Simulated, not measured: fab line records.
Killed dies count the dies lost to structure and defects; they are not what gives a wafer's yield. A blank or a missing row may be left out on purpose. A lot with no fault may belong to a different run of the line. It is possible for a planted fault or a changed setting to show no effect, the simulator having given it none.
Chamber matching + flow nandHarc + 4 sister chambers for NHARC_P_M2_CMP_23 on cmp-04
The step polishes, t overpolish 20 s, target thk 144.3 nm. 8 wafers are shown with their chamber, then 10 later ones without.

## EACH WAFER AND ITS CHAMBER
| wafer  | chamber | motorCurrentA (A) | timeToEndpointS (s) |
|--------|---------|-------------------|---------------------|
| L084.5 | 2       | 11.4              | 25.0                |
| L085.6 | 3       | 13.1              | 25.5                |
| L086.3 | 1       | 11.7              | 29.9                |
| L090.1 | 3       | 13.0              | 27.7                |
| L090.2 | 1       | 12.2              | 27.9                |
| L090.4 | 0       | 8.6               | 27.7                |
| L093.1 | 0       | 8.3               | 27.5                |
| L093.2 | 2       | 11.3              | 29.2                |

## WAFERS WHOSE CHAMBER IS MISSING
| wafer  | motorCurrentA (A) | timeToEndpointS (s) |
|--------|-------------------|---------------------|
| L093.4 | 12.5              | 28.9                |
| L094.3 | 11.2              | 28.4                |
| L094.4 | 11.7              | 30.9                |
| L094.6 | 7.8               | 29.8                |
| L096.2 | 12.5              | 32.2                |
| L096.3 | 11.5              | 32.5                |
| L096.6 | 8.5               | 29.3                |
| L097.2 | 7.9               | 24.7                |
| L097.3 | 12.4              | 30.7                |
| L097.4 | 11.3              | 27.9                |

## EACH ONE'S CHAMBER
| wafer  | from the rows above     | in truth |
|--------|-------------------------|----------|
| L093.4 | can't be placed: 1 or 3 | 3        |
| L094.3 | 2                       | 2        |
| L094.4 | can't be placed: 1 or 2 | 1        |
| L094.6 | 0                       | 0        |
| L096.2 | can't be placed: 1 or 3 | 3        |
| L096.3 | can't be placed: 1 or 2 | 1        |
| L096.6 | 0                       | 0        |
| L097.2 | 0                       | 0        |
| L097.3 | can't be placed: 1 or 3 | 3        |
| L097.4 | 2                       | 2        |
Correctly placed: 5 of 10. Can't be placed from these rows: 5 (the true chamber is among the candidates in 5). Number placed wrongly: 0.
How it was worked out, from the rows above alone: a wafer's distance from a chamber is the root of the sum, over the readings, of the square of ((its reading less the chamber's mean) divided by the reading's scatter). The wafer belongs to the nearest chamber; if the next one is less than 2 further off, it can't be placed. Each chamber's mean is taken over the wafers shown for it. The scatter is the square root of a quotient: the sum, over the shown wafers, of each reading's squared deviation from its chamber's mean, divided by wafers minus chambers.
